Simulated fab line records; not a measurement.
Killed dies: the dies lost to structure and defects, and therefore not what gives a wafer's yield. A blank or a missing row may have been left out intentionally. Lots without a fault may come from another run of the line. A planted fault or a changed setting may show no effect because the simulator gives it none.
fab line records | flow n5Finfet
record: lots: 9 wafers: 27 lastDay: 17
route steps=1938 shown BEOL_M8@1369
lots with no fault: from the same line, run without faults
startH: hours from the record's opening day to when the first of the lot's shown wafers began | waitH: hours from the lot's prior step to this one | " unchanged from the row above | L1.1+2: several wafers, shown together as one row | - no value, or no start was given | * or withheld: withheld | < > ~ a bound
route shown NAME@n: NAME is a module with steps in the file, n the number in the route of the first one | usual: mean/standard deviation of fault-free wafers | same: alike in all rows | chamber/n: place in a boat | sites: the reading at each site | _std_site: their standard deviation | _edge_site: outer sites' mean less inner sites' | radiusMm: for every site, how far away it sits from the centre of the wafer | mask NAME#n: copy n | behind: the last tool/chamber to shape the wafer | hold: reason for holding the lot/hours on hold/outcome of the hold | device: which transistor (n, p or np) failed to switch | end of line: the tests these same wafers got at the end of their route | for a step that has no rows: nothing shown but its recipe | killed: not the wafer's yield, but the dies lost to structure and defects at the first sort | map: a wafer's dies, x killed, . not, _ none there
set.NAME: setting as actually run; set.NAME@STEP: the setting as run at that earlier step | model.NAME: the simulator's own value behind a step, which no gauge read
one table for each step of the route and one row for each wafer, over a sample of lots
services: from which hour (startH, from the record's first day; less than 0 if before it) a tool's chamber was out of use, for how many hours, and why
== steps ==
step: N5_BEOL_M8_ETCH_72
recipe: chemistry: N2/H2 target: underlayer targetDepthA: 65 maskMaterial: CAR-EUV timeS: 5.2 ionEnergyEv: 200 pressureMtorr: 30 sourceW: 840 biasW: 150 n2FlowSccm: 200 h2FlowSccm: 200 ends: cleared
usual: drypumpMotorCurrentA: 5.5/0.52 etchRfOnTimeS: 5.19/0.13 oesProductAu: 0.67/0.067 rfFwdPowerW: 819.6/2.6 rfVppV: 523.7/2.8 showerheadPlenumPTorr: 2.54/0.092 throttleValvePct: 17.89/0.26
columns lot.wafer tool chamber startH waitH drypumpMotorCurrentA etchRfOnTimeS oesProductAu rfFwdPowerW rfHoursCounterH rfVppV showerheadPlenumPTorr throttleValvePct
L175.1 rieDiel-06 2 210.38 0.0 5.2 5.06 0.67 820.2 122 518.2 2.46 18.09
L175.3 " 1 " " 5.4 5.22 0.67 820.6 114 525.3 2.55 17.77
L175.5 " 0 " " 5.0 5.19 0.62 819.0 - 523.9 2.63 18.22
L178.1 rieDiel-06 1 217.16 0.0 5.4 5.25 0.66 816.1 116 521.3 2.54 17.76
L178.2 " 3 " " 4.9 5.31 0.68 817.8 92 519.9 2.47 17.75
L178.4 " 0 " " 5.0 5.15 0.62 820.7 199 527.2 2.63 18.23
L183.1 rieDiel-06 3 255.45 0.0 4.9 5.36 0.67 821.3 106 520.2 2.47 17.76
L183.2 " 0 " " 5.1 5.29 0.60 819.6 213 525.7 2.63 18.26
L183.3 " 2 " " 5.2 5.13 0.66 821.9 139 519.3 2.45 18.09
L185.1 rieDiel-01 1 262.73 0.0 5.8 5.19 0.76 819.2 35 521.6 2.48 17.73
L185.4 " 2 " " 5.1 5.31 0.65 819.6 141 527.0 2.66 18.21
L185.5 " 0 " " 5.6 5.15 0.60 822.2 - 524.7 2.49 18.06
L186.2 rieDiel-06 3 266.98 0.0 4.9 5.34 0.66 823.4 109 520.7 2.47 17.81
L186.4 " 2 " " 5.2 5.08 0.66 819.9 145 519.7 2.45 18.13
L186.6 " 0 " " 5.0 5.21 0.61 824.8 - 525.9 2.62 18.27
L193.4 rieDiel-06 3 301.11 0.0 4.9 5.36 0.65 820.0 122 523.0 2.46 17.80
L193.5 " 2 " " 5.2 5.02 0.66 819.7 - 518.6 2.45 18.12
L193.6 " 3 " " 4.9 5.35 0.65 818.5 - 520.8 2.46 17.80
L194.2 rieDiel-06 1 321.77 0.0 5.4 5.15 0.64 818.5 151 522.7 2.53 17.83
L194.3 " 2 " " 5.3 4.99 0.66 816.6 164 522.3 2.44 18.15
L194.4 " 3 " " 4.9 5.28 0.65 822.6 129 519.5 2.46 17.82
L196.1 rieDiel-01 1 332.73 0.0 5.7 5.21 0.72 818.7 59 522.3 2.47 17.78
L196.2 " 0 " " 5.6 4.98 0.85 816.4 5 521.3 2.49 17.67
L196.6 " 0 " " 5.7 4.96 0.84 820.4 - 521.5 2.48 17.69
L197.1 rieDiel-01 0 337.70 0.0 5.6 4.92 0.83 820.6 7 521.3 2.48 17.66
L197.3 " 1 " " 5.8 5.20 0.72 820.2 61 523.4 2.47 17.78
L197.5 " 3 " " 6.5 5.07 0.69 816.9 - 527.6 2.67 17.66
step: N5_BEOL_M8_ETCH_66
recipe: chemistry: N2/H2 target: SOC targetDepthA: 800 overetchA: 160 maskMaterial: SiARC tempC: 40 timeS: 120 ionEnergyEv: 200 pressureMtorr: 30 sourceW: 840 biasW: 150 n2FlowSccm: 200 h2FlowSccm: 200
usual: drypumpMotorCurrentA: 5.5/0.52 oesProductAu: 0.60/0.057 rfFwdPowerW: 835/3.1 rfVppV: 523.8/2.7 showerheadPlenumPTorr: 2.54/0.092 throttleValvePct: 17.85/0.25
columns lot.wafer tool chamber startH waitH drypumpMotorCurrentA oesProductAu rfFwdPowerW rfHoursCounterH rfVppV showerheadPlenumPTorr throttleValvePct
L175.1 rieDiel-06 2 210.43 0.0 5.2 0.61 836 122 519.6 2.46 18.04
L175.3 " 1 " " 5.4 0.60 833 114 524.4 2.55 17.71
L175.5 " 0 " " 5.1 0.56 835 - 527.2 2.63 18.18
L178.1 rieDiel-06 1 217.21 0.0 5.4 0.60 831 116 523.7 2.54 17.74
L178.2 " 3 " " 4.9 0.62 835 92 522.4 2.47 17.70
L178.4 " 0 " " 5.1 0.55 834 199 525.2 2.63 18.18
L183.1 rieDiel-06 3 255.49 0.0 4.9 0.60 837 106 521.6 2.47 17.73
L183.2 " 0 " " 5.0 0.55 840 213 526.9 2.63 18.22
L183.3 " 2 " " 5.2 0.59 833 139 521.9 2.45 18.06
L185.1 rieDiel-01 1 262.77 0.0 5.7 0.68 837 35 520.9 2.48 17.72
L185.4 " 2 " " 5.2 0.58 829 141 528.0 2.66 18.20
L185.5 " 0 " " 5.6 0.54 839 - 522.1 2.49 18.00
L186.2 rieDiel-06 3 267.03 0.0 4.9 0.60 837 109 522.6 2.47 17.75
L186.4 " 2 " " 5.2 0.59 835 145 521.0 2.45 18.07
L186.6 " 0 " " 5.1 0.54 831 - 525.5 2.62 18.25
L193.4 rieDiel-06 3 301.16 0.0 4.9 0.60 1039 122 486.2 2.46 17.76
L193.5 " 2 " " 5.2 0.58 1038 - 484.8 2.45 18.09
L193.6 " 3 " " 4.9 0.60 1035 - 485.2 2.46 17.75
L194.2 rieDiel-06 1 321.81 0.0 5.4 0.57 1035 151 487.8 2.53 17.79
L194.3 " 2 " " 5.2 0.57 1040 164 483.8 2.44 18.10
L194.4 " 3 " " 4.9 0.59 1036 129 485.0 2.46 17.79
L196.1 rieDiel-01 1 332.78 0.0 5.7 0.64 839 59 522.9 2.47 17.73
L196.2 " 0 " " 5.7 0.74 840 5 524.0 2.49 17.62
L196.6 " 0 " " 5.6 0.74 839 - 522.4 2.49 17.63
L197.1 rieDiel-01 0 337.74 0.0 5.6 0.74 838 7 521.5 2.48 17.64
L197.3 " 1 " " 5.7 0.64 837 61 523.4 2.47 17.75
L197.5 " 3 " " 6.5 0.60 835 - 527.0 2.67 17.59
step: N5_BEOL_M8_ETCH_41
recipe: chemistry: CH3F/O2 target: SiCN targetDepthA: 319 taperDeg: 2 timeS: 57.8 ionEnergyEv: 120 maskMaterial: TiN pressureMtorr: 30 sourceW: 395 biasW: 75 Ar_flow_sccm: 150 CH3F_flow_sccm: 30 O2_flow_sccm: 20
usual: drypumpMotorCurrentA: 5.5/0.52 oesProductAu: 0.78/0.079 rfFwdPowerW: 390.8/1.6 rfVppV: 297.2/1.6 showerheadPlenumPTorr: 2.00/0.07 throttleValvePct: 16.33/0.24
columns lot.wafer tool chamber startH waitH drypumpMotorCurrentA oesProductAu rfFwdPowerW rfHoursCounterH rfVppV showerheadPlenumPTorr throttleValvePct
L175.1 rieDiel-06 2 - - 5.2 0.79 389.8 122 297.1 1.92 16.40
L175.3 " 1 " " 5.4 0.78 393.4 114 295.4 2.02 16.36
L175.5 " 0 " " 5.0 0.72 394.3 - 297.9 2.06 16.55
L178.1 rieDiel-06 1 - - 5.4 0.79 391.9 116 297.3 2.02 16.35
L178.2 " 3 " " 4.9 0.80 391.5 93 297.0 1.93 15.95
L178.4 " 0 " " 5.0 0.72 390.2 199 299.6 2.06 16.56
L183.1 rieDiel-06 3 - - 4.9 0.78 389.6 106 296.9 1.92 15.97
L183.2 " 0 " " 5.1 0.70 390.3 213 298.2 2.05 16.57
L183.3 " 2 " " 5.2 0.77 391.9 139 294.9 1.92 16.42
L185.1 rieDiel-01 1 - - 5.7 0.89 393.9 35 297.9 1.96 16.12
L185.4 " 2 " " 5.1 0.75 389.8 141 298.9 2.10 16.69
L185.5 " 0 " " 5.6 0.70 391.4 - 297.7 1.96 16.56
L186.2 rieDiel-06 3 - - 4.9 0.78 392.4 109 296.2 1.92 15.99
L186.4 " 2 " " 5.2 0.77 391.0 145 295.6 1.92 16.43
L186.6 " 0 " " 5.0 0.70 392.3 - 299.4 2.05 16.59
L193.4 rieDiel-06 3 - - 4.9 0.77 389.5 122 296.3 1.92 16.00
L193.5 " 2 " " 5.2 0.76 389.1 - 295.9 1.91 16.47
L193.6 " 3 " " 4.9 0.76 391.2 - 294.8 1.92 16.00
L194.2 rieDiel-06 1 - - 5.4 0.74 391.8 151 297.5 2.01 16.42
L194.3 " 2 " " 5.2 0.77 388.7 164 296.2 1.91 16.47
L194.4 " 3 " " 4.9 0.76 391.6 129 295.2 1.91 16.02
L196.1 rieDiel-01 1 - - 5.7 0.84 393.0 60 297.5 1.95 16.17
L196.2 " 0 " " 5.6 0.99 391.5 5 297.4 1.95 16.16
L196.6 " 0 " " 5.6 0.98 391.4 - 298.2 1.95 16.13
L197.1 rieDiel-01 0 - - 5.6 0.99 392.4 7 297.4 1.95 16.16
L197.3 " 1 " " 5.7 0.85 392.2 61 294.0 1.95 16.18
L197.5 " 3 " " 6.5 0.79 389.6 - 298.5 2.09 16.09
step: N5_BEOL_M8_STRIP_80
recipe: chemistry: N2/H2 timeS: 10 powerW: 450 tempC: 40 pressureMtorr: 20 rfFrequencyHz: 6e+07 biasPowerW: 7 n2FlowSccm: 200 h2FlowSccm: 200
usual: drypumpMotorCurrentA: 5.5/0.52 oesProductAu: 0.79/0.08 rfVppV: 59.4/0.84 showerheadPlenumPTorr: 2.53/0.092 throttleValvePct: 23.73/0.29
columns lot.wafer tool chamber startH waitH drypumpMotorCurrentA oesProductAu rfHoursCounterH rfVppV showerheadPlenumPTorr throttleValvePct
L175.1 rieDiel-06 2 - - 5.3 0.79 122 58.9 2.46 23.93
L175.3 " 1 " " 5.4 0.79 114 58.1 2.54 23.54
L175.5 " 0 " " 5.1 0.72 - 60.2 2.63 24.16
L178.1 rieDiel-06 1 - - 5.4 0.78 116 58.9 2.54 23.55
L178.2 " 3 " " 4.9 0.80 93 58.5 2.47 23.80
L178.4 " 0 " " 5.0 0.72 199 61.4 2.63 24.17
L183.1 rieDiel-06 3 - - 4.9 0.78 106 57.8 2.46 23.82
L183.2 " 0 " " 5.0 0.71 213 60.6 2.62 24.18
L183.3 " 2 " " 5.3 0.77 139 59.6 2.45 23.97
L185.1 rieDiel-01 1 - - 5.8 0.88 35 60.2 2.48 23.65
L185.4 " 2 " " 5.1 0.75 141 59.0 2.66 24.06
L185.5 " 0 " " 5.6 0.70 - 59.0 2.49 23.70
L186.2 rieDiel-06 3 - - 4.9 0.78 109 59.9 2.46 23.83
L186.4 " 2 " " 5.2 0.76 145 58.8 2.45 23.95
L186.6 " 0 " " 5.0 0.70 - 59.9 2.62 24.19
L193.4 rieDiel-06 3 - - 4.9 0.77 122 58.9 2.46 23.85
L193.5 " 2 " " 5.2 0.76 - 59.2 2.44 23.98
L193.6 " 3 " " 4.9 0.77 - 59.1 2.46 23.85
L194.2 rieDiel-06 1 - - 5.4 0.76 151 59.1 2.53 23.60
L194.3 " 2 " " 5.2 0.76 164 57.8 2.44 23.99
L194.4 " 3 " " 4.9 0.77 129 58.6 2.45 23.85
L196.1 rieDiel-01 1 - - 5.8 0.85 60 59.1 2.47 23.68
L196.2 " 0 " " 5.6 1.00 5 59.0 2.48 23.49
L196.6 " 0 " " 5.6 0.99 - 57.9 2.48 23.47
L197.1 rieDiel-01 0 - - 5.6 0.99 7 59.6 2.48 23.49
L197.3 " 1 " " 5.8 0.85 61 59.2 2.47 23.69
L197.5 " 3 " " 6.5 0.79 - 60.9 2.67 23.45
== services ==
columns tool chamber startH hours kind
rieDiel-06 0 188.36 17.2 repair
rieDiel-06 1 254.91 6.7 repair
rieDiel-06 3 258.08 2.7 repair
rieDiel-01 0 299.89 - clean
rieDiel-01 0 299.89 - consumableReplace:focusRing
rieDiel-01 0 299.89 15.7 scheduledDown
rieDiel-01 0 299.89 15.7 ventCycle
rieDiel-06 2 336.84 9.5 repair
== key ==
firstSign: step: N5_BEOL_M8_ETCH_66 reading: rfFwdPowerW direction: up sigmas: 64 usual: * struck: *
effect: step: N5_BEOL_M8_ETCH_66 reading: rfVppV direction: down sigmas: 14 usual: 523.8 struck: 485.5
metAt N5_BEOL_M8_ETCH_66
struckLots L193,L194
notActingAt N5_BEOL_M8_ETCH_72,N5_BEOL_M8_ETCH_41,N5_BEOL_M8_STRIP_80
onsetBetween 267.03 301.16
fault: kind: processParameterDrift tool: rieDiel-06 chamber: - onsetH: 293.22 steps: N5_BEOL_M8_ETCH_66 channel: sourceW offset: 201.6 shape: step endH: 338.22 actsIn: theseRecipesOnly stated: 840
